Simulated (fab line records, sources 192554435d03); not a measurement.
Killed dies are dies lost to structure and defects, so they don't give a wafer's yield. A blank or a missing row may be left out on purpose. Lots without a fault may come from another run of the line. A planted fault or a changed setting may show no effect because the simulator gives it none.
fab line records | flow n5_finfet
record lots=24 wafers=72 last_day=18
route steps=1938 shown BEOL_M4@1073 BEOL_M5@1113
lots that met no fault: from a run of the same line without faults
start_h: hours from the record's first day to the start of the lot's first wafer shown | wait_h: hours since the lot's step before | " the same as in the row above | L1.1+2: a row that stands for several wafers | - no value, or no start given | * or withheld: withheld | < > ~ a bound
route shown NAME@n: a module of which the file shows steps, and the number in the route of the first | usual: mean/standard deviation of fault-free wafers | same: alike in all rows | chamber/n: place in a boat | sites: the reading at each site | _std_site: their standard deviation | _edge_site: outer sites' mean less inner sites' | radius_mm: how far each site lies from the wafer's centre | mask NAME#n: copy n | behind: the tool/chamber that last shaped the wafer | hold: why the lot was held/for how many hours/how that ended | device: the transistor (n, p or np) that didn't switch | end of line: the same wafers' tests at the end of the route | a step without rows: its recipe alone | killed: dies lost to structure and defects at the first sort, not the wafer's yield | map: a wafer's dies, x killed, . not, _ none there
set.NAME: the setting as run; set.NAME@STEP: as run at that earlier step | model.NAME: the simulator's own value behind a step, which no gauge read
steps of the route over a sample of lots; a table a step, a row a wafer
services: from which hour (start_h, from the record's first day; less than 0 if before it) a tool's chamber was out of use, for how many hours, and why
## steps
# step N5_BEOL_M4_OCD_MEAS_38
# usual trench_depth_nm=56.0/0.8
# columns lot.wafer tool chamber start_h wait_h trench_depth_nm
L075.2 ocd-02 - 183.93 - 56.8
L075.3 " - " " 54.0
L075.5 " - " " 55.2
L074.3 ocd-02 - 186.53 - 55.6
L074.4 " - " " 56.0
L074.5 " - " " 57.2
L076.1 ocd-02 - 190.01 - 55.5
L076.2 " - " " 56.5
L076.4 " - " " 56.9
L077.4 ocd-02 - 195.25 - 56.6
L077.5 " - " " 55.8
L077.6 " - " " 57.0
L079.2 ocd-02 - 200.53 - 55.8
L079.3 " - " " 56.4
L079.4 " - " " 55.8
L078.2 ocd-02 - 201.24 - 56.5
L078.3 " - " " 56.2
L078.6 " - " " 55.0
L080.2 ocd-01 - 201.27 - 53.9
L080.4 " - " " 56.3
L080.5 " - " " 55.0
L082.1 ocd-02 - 205.87 - 56.3
L082.2 " - " " 56.6
L082.6 " - " " 56.4
L081.2 ocd-02 - 209.66 - 55.8
L081.5 " - " " 54.9
L081.6 " - " " 56.6
L083.4 ocd-01 - 225.74 - 56.1
L083.5 " - " " 56.8
L083.6 " - " " 55.8
L085.1 ocd-02 - 247.06 - 55.9
L085.4 " - " " 53.9
L085.5 " - " " 55.7
L084.2 ocd-01 - 247.15 - 56.8
L084.4 " - " " 55.8
L084.6 " - " " 57.1
L086.1 ocd-02 - 247.44 - 56.4
L086.4 " - " " 55.1
L086.6 " - " " 56.4
L087.1 ocd-02 - 250.50 - 56.0
L087.2 " - " " 54.9
L087.3 " - " " 55.4
L089.4 ocd-02 - 255.05 - 54.1
L089.5 " - " " 55.8
L089.6 " - " " 55.3
L088.1 ocd-02 - 255.89 - 56.3
L088.3 " - " " 55.7
L088.4 " - " " 56.6
L091.1 ocd-01 - 262.97 - 55.7
L091.3 " - " " 55.1
L091.6 " - " " 55.9
L090.1 ocd-02 - 266.93 - 57.1
L090.2 " - " " 56.2
L090.3 " - " " 57.4
L093.1 ocd-01 - 274.25 - 56.2
L093.4 " - " " 56.6
L093.6 " - " " 55.1
L092.1 ocd-02 - 274.72 - 56.0
L092.4 " - " " 55.1
L092.5 " - " " 56.0
L094.2 ocd-01 - 302.06 - 57.3
L094.3 " - " " 56.8
L094.6 " - " " 56.1
L095.2 ocd-02 - 309.23 - 55.4
L095.4 " - " " 56.7
L095.5 " - " " 56.1
L097.2 ocd-01 - 311.67 - 56.2
L097.3 " - " " 56.7
L097.5 " - " " 57.3
L096.3 ocd-02 - 315.79 - 56.3
L096.4 " - " " 55.2
L096.6 " - " " 56.1
# step N5_BEOL_M4_ANNEAL_49
# recipe temp_c=400 time_s=240 ambient=vacuum
# usual heater_power_w=792/51 susceptor_temp_C=400.01/0.22
# same time_s=240
# columns lot.wafer tool chamber start_h wait_h heater_power_w susceptor_temp_C
L075.2 pvd_sputter-03 - 186.30 0.0 842 399.78
L075.3 " - " " 734 400.02
L075.5 " - " " 796 400.05
L074.3 pvd_sputter-01 - 187.93 0.0 755 399.88
L074.4 " - " " 847 400.04
L074.5 " - " " 850 400.15
L076.1 pvd_sputter-03 - 192.85 0.0 842 400.03
L076.2 " - " " 790 400.19
L076.4 " - " " 735 399.68
L077.4 pvd_sputter-01 - 196.81 0.0 756 399.75
L077.5 " - " " 741 400.03
L077.6 " - " " 751 399.82
L079.2 pvd_sputter-01 - 202.13 0.0 762 399.88
L079.3 " - " " 820 400.01
L079.4 " - " " 829 400.03
L078.2 pvd_sputter-03 - 203.51 0.0 739 400.15
L078.3 " - " " 767 400.22
L078.6 " - " " 871 400.01
L080.2 pvd_sputter-01 - 203.97 0.0 760 400.25
L080.4 " - " " 744 400.33
L080.5 " - " " 833 399.81
L082.1 pvd_sputter-02 - 207.23 0.0 754 400.02
L082.2 " - " " 742 400.10
L082.6 " - " " 738 399.91
L081.2 pvd_sputter-02 - 210.91 0.0 697 400.14
L081.5 " - " " 879 399.94
L081.6 " - " " 762 400.23
L083.4 pvd_sputter-02 - 227.30 0.0 689 400.03
L083.5 " - " " 761 399.47
L083.6 " - " " 883 400.45
L085.1 pvd_sputter-03 - 247.92 0.0 817 399.77
L085.4 " - " " 752 400.08
L085.5 " - " " 792 400.07
L084.2 pvd_sputter-02 - 248.21 0.0 758 400.10
L084.4 " - " " 707 400.07
L084.6 " - " " 699 399.95
L086.1 pvd_sputter-01 - 248.31 0.0 771 399.90
L086.4 " - " " 739 400.04
L086.6 " - " " 767 399.70
L087.1 pvd_sputter-02 - 254.07 0.0 717 400.22
L087.2 " - " " 756 399.95
L087.3 " - " " 730 400.06
L089.4 pvd_sputter-03 - 256.14 0.0 727 399.96
L089.5 " - " " 741 400.05
L089.6 " - " " 844 399.91
L088.1 pvd_sputter-01 - 257.55 0.0 740 400.05
L088.3 " - " " 822 399.68
L088.4 " - " " 775 400.11
L091.1 pvd_sputter-01 - 264.56 0.0 812 400.15
L091.3 " - " " 774 399.51
L091.6 " - " " 831 399.96
L090.1 pvd_sputter-02 - 268.30 0.0 766 399.87
L090.2 " - " " 890 400.20
L090.3 " - " " 744 399.98
L092.1 pvd_sputter-01 - 277.44 0.0 854 400.28
L092.4 " - " " 777 400.34
L092.5 " - " " 761 400.10
L093.1 pvd_sputter-03 - 280.78 5.1 730 400.25
L093.4 " - " " 862 400.37
L093.6 " - " " 732 399.91
L094.2 pvd_sputter-01 - 303.76 0.0 756 399.98
L094.3 " - " " 833 400.07
L094.6 " - " " 841 400.35
L095.2 pvd_sputter-01 - 310.78 0.0 743 400.32
L095.4 " - " " 745 399.77
L095.5 " - " " 844 399.81
L097.2 pvd_sputter-03 - 313.45 0.0 722 399.85
L097.3 " - " " 833 400.06
L097.5 " - " " 852 400.07
L096.3 pvd_sputter-03 - 317.79 0.0 815 399.99
L096.4 " - " " 844 399.64
L096.6 " - " " 774 400.21
# step N5_BEOL_M4_SPUTTER_88
# recipe material=Cu target_thk_a=45 temp_c=-20 chamber_pressure_pa=0.07 power_w=withheld time_s=8.29
# usual substrate_temp_c=-19.99/0.11 susceptor_temp_C=-19.99/0.1 throttle_valve_pct=30.7/0.82
# same time_s=8.29
# columns lot.wafer tool chamber start_h wait_h substrate_temp_c susceptor_temp_C throttle_valve_pct
L075.2 pvd_sputter-03 - 187.10 0.1 -19.95 -20.28 31.8
L075.3 " - " " -19.88 -19.97 30.2
L075.5 " - " " -20.09 -20.01 30.6
L074.3 pvd_sputter-01 - 188.73 0.1 -19.87 -20.00 30.3
L074.4 " - " " -20.04 -20.11 29.9
L074.5 " - " " -19.85 -20.05 30.4
L076.1 pvd_sputter-03 - 193.65 0.1 -19.99 -19.99 31.7
L076.2 " - " " -19.96 -19.91 30.7
L076.4 " - " " -20.01 -19.92 30.4
L077.4 pvd_sputter-01 - 197.61 0.1 -19.73 -20.07 30.6
L077.5 " - " " -19.83 -19.98 29.7
L077.6 " - " " -20.11 -19.97 30.4
L079.2 pvd_sputter-01 - 202.93 0.1 -19.94 -19.91 29.9
L079.3 " - " " -19.83 -19.99 29.7
L079.4 " - " " -19.97 -19.99 30.5
L078.2 pvd_sputter-03 - 204.31 0.1 -19.86 -19.94 30.4
L078.3 " - " " -19.87 -19.99 30.8
L078.6 " - " " -20.11 -20.07 31.6
L080.2 pvd_sputter-01 - 204.77 0.1 -19.90 -20.02 29.6
L080.4 " - " " -20.00 -19.87 30.4
L080.5 " - " " -20.01 -20.06 30.3
L082.1 pvd_sputter-02 - 208.03 0.1 -19.93 -20.01 32.5
L082.2 " - " " -19.86 -20.08 29.5
L082.6 " - " " -20.00 -20.11 29.9
L081.2 pvd_sputter-02 - 211.71 0.1 -19.71 -20.26 30.7
L081.5 " - " " -20.07 -19.81 31.3
L081.6 " - " " -19.99 -19.94 32.3
L083.4 pvd_sputter-02 - 228.10 0.1 -19.92 -19.95 30.7
L083.5 " - " " -20.24 -19.99 32.3
L083.6 " - " " -19.94 -20.06 31.3
L085.1 pvd_sputter-03 - 248.72 0.1 -20.05 -20.10 32.0
L085.4 " - " " -19.75 -20.02 30.3
L085.5 " - " " -20.14 -19.94 30.5
L084.2 pvd_sputter-02 - 249.01 0.1 -19.97 -20.03 32.4
L084.4 " - " " -20.00 -19.92 30.6
L084.6 " - " " -20.00 -20.15 30.7
L086.1 pvd_sputter-01 - 249.11 0.1 -20.05 -20.16 29.6
L086.4 " - " " -19.87 -20.09 30.4
L086.6 " - " " -19.98 -20.07 29.5
L087.1 pvd_sputter-02 - 254.87 0.1 -20.22 -20.22 30.9
L087.2 " - " " -20.00 -19.98 32.5
L087.3 " - " " -20.15 -20.02 29.6
L089.4 pvd_sputter-03 - 256.94 0.1 -20.09 -19.93 30.4
L089.5 " - " " -20.05 -19.89 30.3
L089.6 " - " " -19.91 -19.96 31.9
L088.1 pvd_sputter-01 - 258.35 0.1 -19.88 -19.81 30.5
L088.3 " - " " -19.99 -19.89 30.7
L088.4 " - " " -20.02 -20.14 29.9
L091.1 pvd_sputter-01 - 265.36 0.1 -20.02 -19.90 30.5
L091.3 " - " " -19.92 -20.19 30.4
L091.6 " - " " -19.92 -19.95 29.6
L090.1 pvd_sputter-02 - 269.10 0.1 -20.04 -20.08 32.6
L090.2 " - " " -19.97 -20.03 31.5
L090.3 " - " " -20.16 -19.90 29.7
L092.1 pvd_sputter-01 - 278.24 0.1 -19.99 -20.00 30.3
L092.4 " - " " -19.93 -19.97 29.7
L092.5 " - " " -19.97 -19.83 30.6
L093.1 pvd_sputter-03 - 281.58 0.1 -20.05 -19.99 30.3
L093.4 " - " " -20.02 -20.11 31.5
L093.6 " - " " -19.98 -20.08 30.5
L094.2 pvd_sputter-01 - 304.56 0.1 -20.08 -19.96 29.6
L094.3 " - " " -19.87 -20.01 30.2
L094.6 " - " " -20.00 -19.99 30.3
L095.2 pvd_sputter-01 - 311.58 0.1 -20.09 -20.00 29.7
L095.4 " - " " -20.05 -20.14 30.4
L095.5 " - " " -20.14 -19.89 29.8
L097.2 pvd_sputter-03 - 314.25 0.1 -20.11 -19.98 30.5
L097.3 " - " " -20.05 -19.99 31.6
L097.5 " - " " -19.95 -20.01 31.8
L096.3 pvd_sputter-03 - 318.59 0.1 -20.03 -19.91 31.9
L096.4 " - " " -19.98 -19.82 31.4
L096.6 " - " " -20.00 -19.87 30.5
# step N5_BEOL_M5_CURE_79
# recipe temp_c=385 time_s=240 ambient=He/Ar material=SiCOH_lowk
# usual lamp_power_pct=52.31/0.057 wafer_temp_C_max=387.2/0.63
# same time_s=240
# columns lot.wafer tool chamber start_h wait_h lamp_power_pct wafer_temp_C_max
L075.2 uv_cure-01 0 190.23 0.2 52.35 387.8
L075.3 " 0 " " 52.28 386.9
L075.5 " 0 " " 52.35 387.2
L074.3 uv_cure-03 0 191.89 0.2 52.28 387.4
L074.4 " 0 " " 52.37 387.9
L074.5 " 0 " " 52.28 387.5
L076.1 uv_cure-01 1 196.66 0.0 52.37 386.9
L076.2 " 1 " " 52.28 387.2
L076.4 " 1 " " 52.37 387.3
L077.4 uv_cure-01 2 200.88 0.3 52.33 386.7
L077.5 " 2 " " 52.35 386.7
L077.6 " 2 " " 52.39 386.5
L079.2 uv_cure-03 0 207.31 0.1 52.30 386.6
L079.3 " 0 " " 52.38 387.4
L079.4 " 0 " " 52.30 387.0
L078.2 uv_cure-02 0 207.53 0.1 52.31 387.1
L078.3 " 0 " " 52.23 386.3
L078.6 " 0 " " 52.32 387.2
L080.2 uv_cure-02 2 208.22 0.1 52.25 387.8
L080.4 " 2 " " 52.38 386.8
L080.5 " 2 " " 52.28 386.6
L082.1 uv_cure-01 0 211.06 0.0 52.33 388.1
L082.2 " 0 " " 52.32 387.9
L082.6 " 0 " " 52.23 388.0
L081.2 uv_cure-01 0 214.97 0.1 52.23 387.7
L081.5 " 0 " " 52.30 389.1
L081.6 " 0 " " 52.36 387.6
L083.4 uv_cure-03 0 231.34 0.3 52.34 387.0
L083.5 " 0 " " 52.24 386.8
L083.6 " 0 " " 52.37 387.4
L085.1 uv_cure-03 2 252.03 0.3 52.32 386.6
L085.4 " 2 " " 52.36 386.3
L085.5 " 2 " " 52.40 387.6
L084.2 uv_cure-03 1 252.59 0.5 52.35 388.1
L084.4 " 1 " " 52.35 387.3
L084.6 " 1 " " 52.34 387.7
L086.1 uv_cure-02 1 252.67 0.0 52.30 388.6
L086.4 " 1 " " 52.31 388.8
L086.6 " 1 " " 52.32 388.7
L087.1 uv_cure-03 0 258.22 0.4 52.28 387.2
L087.2 " 0 " " 52.34 387.3
L087.3 " 0 " " 52.32 387.4
L089.4 uv_cure-01 2 260.23 0.3 52.28 386.7
L089.5 " 2 " " 52.29 386.0
L089.6 " 2 " " 52.27 386.5
L088.1 uv_cure-02 2 261.35 0.0 52.24 386.4
L088.3 " 2 " " 52.28 386.2
L088.4 " 2 " " 52.34 386.4
L091.1 uv_cure-01 1 268.36 0.0 52.26 387.1
L091.3 " 1 " " 52.38 386.9
L091.6 " 1 " " 52.33 386.5
L090.1 uv_cure-03 2 272.10 0.0 52.19 387.1
L090.2 " 2 " " 52.30 386.9
L090.3 " 2 " " 52.31 386.9
L092.1 uv_cure-03 1 281.25 0.0 52.22 386.9
L092.4 " 1 " " 52.20 387.2
L092.5 " 1 " " 52.34 387.1
L093.1 uv_cure-02 1 284.59 0.0 52.32 387.1
L093.4 " 1 " " 52.36 388.1
L093.6 " 1 " " 52.35 388.1
L094.2 uv_cure-03 1 307.64 0.1 52.22 387.2
L094.3 " 1 " " 52.33 387.1
L094.6 " 1 " " 52.34 387.7
L095.2 uv_cure-02 2 314.72 0.1 52.40 386.8
L095.4 " 2 " " 52.41 386.5
L095.5 " 2 " " 52.43 387.6
L097.2 uv_cure-02 2 317.33 0.1 52.34 387.0
L097.3 " 2 " " 52.28 386.8
L097.5 " 2 " " 52.30 386.7
L096.3 uv_cure-01 1 322.03 0.2 52.34 386.9
L096.4 " 1 " " 52.34 386.6
L096.6 " 1 " " 52.34 386.5
# step N5_BEOL_M5_OVL_MEAS_12
# recipe points_per_wafer=522
# usual M5_OVL=-0.6/0.61
# columns lot.wafer tool chamber start_h wait_h M5_OVL[nm]
L075.2 overlay-02 0 191.21 0.0 -0.5
L075.3 " 0 " " -0.8
L075.5 " 0 " " -0.5
L074.3 overlay-01 0 194.06 0.0 -0.4
L074.4 " 0 " " -0.8
L074.5 " 0 " " -0.3
L076.1 overlay-02 0 199.32 0.0 0.8
L076.2 " 0 " " 1.0
L076.4 " 0 " " 0.3
L077.4 overlay-02 0 202.20 0.0 -1.0
L077.5 " 0 " " -0.7
L077.6 " 0 " " -0.8
L079.2 overlay-01 0 210.05 0.0 -1.2
L079.3 " 0 " " -0.7
L079.4 " 0 " " -1.6
L078.2 overlay-01 0 210.21 0.0 -0.8
L078.3 " 0 " " -0.4
L078.6 " 0 " " -1.7
L080.2 overlay-02 0 210.41 0.0 -0.1
L080.4 " 0 " " 0.4
L080.5 " 0 " " -0.4
L082.1 overlay-02 0 213.36 0.0 -0.4
L082.2 " 0 " " 0.3
L082.6 " 0 " " -0.1
L081.2 overlay-01 0 219.78 0.0 -1.3
L081.5 " 0 " " -1.9
L081.6 " 0 " " -1.8
L083.4 overlay-01 0 233.22 0.0 -0.7
L083.5 " 0 " " -1.0
L083.6 " 0 " " -0.8
L085.1 overlay-01 0 255.28 0.0 0.1
L085.4 " 0 " " -1.3
L085.5 " 0 " " -0.7
L084.2 overlay-02 0 255.36 0.0 -0.2
L084.4 " 0 " " -0.6
L084.6 " 0 " " -0.4
L086.1 overlay-01 0 255.42 0.0 -0.7
L086.4 " 0 " " 0.6
L086.6 " 0 " " -0.6
L087.1 overlay-02 0 262.99 0.0 -1.1
L087.2 " 0 " " -1.1
L087.3 " 0 " " -1.4
L089.4 overlay-01 0 263.51 0.0 0.5
L089.5 " 0 " " -1.4
L089.6 " 0 " " -0.2
L088.1 overlay-02 0 263.79 0.0 -0.4
L088.3 " 0 " " -0.2
L088.4 " 0 " " -0.2
L091.1 overlay-02 0 272.82 0.0 -0.8
L091.3 " 0 " " -1.0
L091.6 " 0 " " 0.5
L090.1 overlay-02 0 273.82 0.0 0.4
L090.2 " 0 " " -1.0
L090.3 " 0 " " -0.3
L092.1 overlay-02 0 282.95 0.0 -0.1
L092.4 " 0 " " 0.1
L092.5 " 0 " " -0.3
L093.1 overlay-01 0 286.06 0.0 -0.1
L093.4 " 0 " " -0.1
L093.6 " 0 " " 0.0
L094.2 overlay-01 0 310.21 0.0 -1.7
L094.3 " 0 " " -1.6
L094.6 " 0 " " -2.0
L095.2 overlay-01 0 316.16 0.0 -0.2
L095.4 " 0 " " -0.2
L095.5 " 0 " " -0.5
L097.2 overlay-01 0 319.89 0.0 -1.1
L097.3 " 0 " " -1.3
L097.5 " 0 " " -0.7
L096.3 overlay-02 0 325.44 0.0 -0.1
L096.4 " 0 " " -1.8
L096.6 " 0 " " -0.6
# step N5_BEOL_M5_ETCH_61
# recipe chemistry=CF4 target=SiARC target_depth_a=156 mask_material=CAR-EUV time_s=26 ion_energy_ev=80 pressure_mtorr=40 source_w=545 bias_w=36 Ar_flow_sccm=100 cf4_flow_sccm=100 ends=cleared
# usual drypump_motor_current_A=5.8/0.42 etch_rf_on_time_s=25.9/0.5 mfc_ar_sccm=100.0/0.32 oes_product_au=0.68/0.065 rf_fwd_power_W=532.4/2.1 rf_vpp_V=184.0/1.4 showerhead_plenum_p_Torr=2.13/0.075 throttle_valve_pct=15.65/0.22
# columns lot.wafer tool chamber start_h wait_h drypump_motor_current_A etch_rf_on_time_s mfc_ar_sccm oes_product_au rf_fwd_power_W rf_hours_counter_h rf_vpp_V showerhead_plenum_p_Torr throttle_valve_pct
L075.2 rie_diel-02 1 191.35 0.0 5.2 25.7 99.8 0.76 532.1 28 182.9 2.09 15.19
L075.3 " 3 " " 5.4 26.5 99.9 0.62 534.2 164 185.9 2.14 15.66
L075.5 " 1 " " 5.2 25.8 100.1 0.75 531.4 - 182.3 2.09 15.20
L074.3 rie_diel-03 3 194.41 0.0 6.3 26.0 100.0 0.69 530.7 108 184.7 2.25 15.70
L074.4 " 0 " " 5.4 26.1 100.5 0.62 534.4 190 183.9 2.14 16.06
L074.5 " 0 " " 5.4 26.3 100.1 0.61 538.8 - 186.1 2.14 16.08
L076.1 rie_diel-03 1 199.96 0.0 5.8 25.3 100.0 0.81 531.4 8 185.4 2.19 15.39
L076.2 " 0 " " 5.4 26.2 99.7 0.61 534.2 193 184.9 2.14 16.08
L076.4 " 2 " " 5.7 25.8 100.1 0.71 533.2 64 183.9 2.16 15.57
L077.4 rie_diel-02 1 202.32 0.0 5.2 25.7 99.4 0.75 529.0 32 182.6 2.09 15.19
L077.5 " 2 " " 5.8 25.9 100.6 0.59 534.2 - 184.1 2.12 15.62
L077.6 " 3 " " 5.4 26.4 100.5 0.62 529.3 - 182.6 2.14 15.67
L079.2 rie_diel-03 2 210.19 0.0 5.7 26.1 100.1 0.72 533.7 66 184.8 2.16 15.59
L079.3 " 1 " " 5.8 25.4 100.1 0.80 531.3 10 185.1 2.19 15.37
L079.4 " 3 " " 6.3 26.3 99.6 0.68 530.5 112 184.8 2.25 15.70
L078.2 rie_diel-02 0 210.55 0.0 5.0 25.8 99.8 0.66 533.2 156 182.2 1.98 15.75
L078.3 " 3 " " 5.4 26.0 100.1 0.62 530.7 169 184.4 2.14 15.69
L078.6 " 3 " " 5.4 26.2 99.9 0.62 529.5 - 183.6 2.14 15.67
L080.2 rie_diel-02 3 210.78 0.0 5.4 26.2 100.6 0.62 531.9 169 184.9 2.13 15.66
L080.4 " 2 " " 5.7 26.3 100.3 0.58 534.8 - 182.9 2.12 15.63
L080.5 " 3 " " 5.4 26.2 100.3 0.62 532.1 - 183.8 2.14 15.68
L082.1 rie_diel-04 1 213.91 0.0 6.2 25.1 100.2 0.68 531.1 111 185.7 2.16 15.56
L082.2 " 3 " " 6.0 25.0 99.3 0.80 530.9 18 183.4 2.10 15.41
L082.6 " 2 " " 5.5 26.0 100.0 0.81 530.6 - 185.0 2.20 15.45
L081.2 rie_diel-02 3 219.92 0.0 5.5 26.1 100.7 0.61 533.5 173 183.3 2.13 15.68
L081.5 " 0 " " 5.0 25.5 99.3 0.66 530.5 - 182.7 1.98 15.75
L081.6 " 3 " " 5.5 26.0 100.3 0.62 530.9 - 183.5 2.13 15.69
L083.4 rie_diel-03 2 233.67 0.0 5.7 25.8 99.6 0.71 532.1 72 184.1 2.16 15.62
L083.5 " 2 " " 5.7 25.9 99.4 0.71 532.1 - 182.7 2.16 15.59
L083.6 " 3 " " 6.3 26.0 100.4 0.68 529.7 - 184.6 2.24 15.70
L085.1 rie_diel-04 2 255.47 0.0 5.5 26.4 100.2 0.77 532.4 19 184.9 2.19 15.48
L085.4 " 3 " " 6.1 25.3 100.2 0.78 529.7 28 184.4 2.09 15.45
L085.5 " 1 " " 6.2 24.9 100.1 0.68 531.9 - 185.4 2.15 15.58
L084.2 rie_diel-04 0 255.70 0.0 6.3 26.8 100.5 0.64 528.7 136 181.9 2.00 15.79
L084.4 " 3 " " 6.0 25.5 99.5 0.78 531.8 28 183.2 2.09 15.46
L084.6 " 1 " " 6.2 25.2 100.3 0.67 534.8 - 183.6 2.15 15.58
L086.1 rie_diel-04 2 255.92 0.0 5.5 26.3 99.9 0.78 534.8 19 184.2 2.19 15.49
L086.4 " 3 " " 6.0 25.2 100.0 0.78 529.7 28 184.0 2.09 15.45
L086.6 " 1 " " 6.2 25.3 100.2 0.67 531.3 - 183.8 2.15 15.58
L087.1 rie_diel-03 0 263.13 0.0 5.4 25.8 99.7 0.61 534.1 208 184.3 2.13 16.10
L087.2 " 1 " " 5.8 24.8 100.2 0.78 529.5 24 184.0 2.18 15.43
L087.3 " 2 " " 5.7 26.0 100.0 0.70 533.3 79 184.3 2.16 15.61
L089.4 rie_diel-03 1 263.63 0.0 5.8 25.1 100.1 0.78 529.2 25 185.0 2.18 15.42
L089.5 " 3 " " 6.3 26.3 99.7 0.67 532.3 - 186.2 2.24 15.73
L089.6 " 0 " " 5.4 26.3 99.8 0.60 534.5 - 184.0 2.13 16.11
L088.1 rie_diel-03 0 263.93 0.0 5.4 25.9 99.7 0.60 536.0 208 185.1 2.13 16.11
L088.3 " 1 " " 5.8 25.0 99.9 0.78 532.2 25 185.2 2.18 15.44
L088.4 " 2 " " 5.6 26.1 100.1 0.69 531.6 80 184.4 2.16 15.59
L091.1 rie_diel-04 0 273.15 0.0 6.4 26.7 99.5 0.64 530.2 140 182.6 2.00 15.81
L091.3 " 1 " " 6.2 25.2 100.3 0.67 529.1 125 184.1 2.15 15.60
L091.6 " 1 " " 6.2 25.3 100.4 0.67 532.4 - 184.1 2.15 15.60
L090.1 rie_diel-04 2 274.20 0.0 5.5 26.0 100.1 0.77 532.4 23 185.1 2.19 15.49
L090.2 " 1 " " 6.2 25.1 100.3 0.67 530.9 125 185.0 2.15 15.59
L090.3 " 0 " " 6.4 26.6 100.3 0.64 532.4 140 183.4 2.00 15.80
L092.1 rie_diel-03 0 283.38 0.0 5.4 26.2 99.9 0.60 533.8 213 183.7 2.13 16.11
L092.4 " 3 " " 6.3 26.3 99.3 0.67 533.0 132 186.0 2.24 15.74
L092.5 " 0 " " 5.4 26.4 99.9 0.60 535.9 - 184.8 2.13 16.14
L093.1 rie_diel-03 0 286.20 0.0 5.4 26.0 100.8 0.60 537.5 214 183.1 2.13 16.11
L093.4 " 3 " " 6.3 25.9 100.1 0.67 534.0 133 184.2 2.24 15.74
L093.6 " 2 " " 5.7 26.0 99.9 0.69 532.2 - 183.9 2.16 15.63
L094.2 rie_diel-04 0 310.35 0.0 6.3 26.8 99.7 0.63 533.4 153 182.7 1.99 15.83
L094.3 " 3 " " 6.0 25.3 100.4 0.74 530.5 45 185.7 2.09 15.46
L094.6 " 0 " " 6.4 26.9 100.1 0.63 531.2 - 179.9 2.00 15.82
L095.2 rie_diel-02 0 316.30 0.0 5.0 25.5 99.9 0.64 530.8 191 181.8 1.97 15.80
L095.4 " 1 " " 5.2 26.0 99.9 0.71 534.5 67 183.1 2.08 15.28
L095.5 " 1 " " 5.2 25.9 100.3 0.70 531.8 - 184.6 2.08 15.26
L097.2 rie_diel-03 3 320.03 0.0 6.3 25.9 100.3 0.66 529.5 144 185.6 2.24 15.77
L097.3 " 0 " " 5.4 26.2 99.4 0.60 537.1 224 184.8 2.13 16.12
L097.5 " 3 " " 6.3 26.0 99.6 0.67 531.8 - 185.6 2.24 15.76
L096.3 rie_diel-02 2 325.71 0.0 5.8 25.3 99.4 0.82 534.2 13 182.6 2.11 15.23
L096.4 " 3 " " 5.4 26.1 99.5 0.59 531.8 206 184.3 2.12 15.75
L096.6 " 2 " " 5.8 25.5 99.6 0.82 533.8 - 183.7 2.11 15.23
## services
# columns tool chamber start_h hours kind
uv_cure-03 - 162.60 2.3 repair
rie_diel-04 2 165.08 - clean
rie_diel-04 2 165.08 - consumable_replace:focus_ring
rie_diel-04 2 165.08 20.6 scheduled_down
rie_diel-04 2 165.08 20.6 vent_cycle
uv_cure-02 - 166.12 1.0 repair
rie_diel-02 - 197.02 0.7 repair
rie_diel-02 1 204.40 10.7 repair
uv_cure-03 - 218.91 0.2 repair
uv_cure-02 - 226.71 2.1 pm
rie_diel-03 0 239.43 7.2 repair
uv_cure-03 - 247.27 2.1 pm
uv_cure-01 - 250.39 7.5 pm
uv_cure-03 - 258.70 7.5 pm
rie_diel-02 0 259.82 6.2 repair
rie_diel-02 2 266.34 - clean
rie_diel-02 2 266.34 - consumable_replace:focus_ring
rie_diel-02 2 266.34 18.4 scheduled_down
rie_diel-02 2 266.34 18.4 vent_cycle
uv_cure-01 - 270.71 7.5 pm
rie_diel-04 2 277.56 5.6 repair
uv_cure-01 - 280.97 2.1 pm
## key
fault none
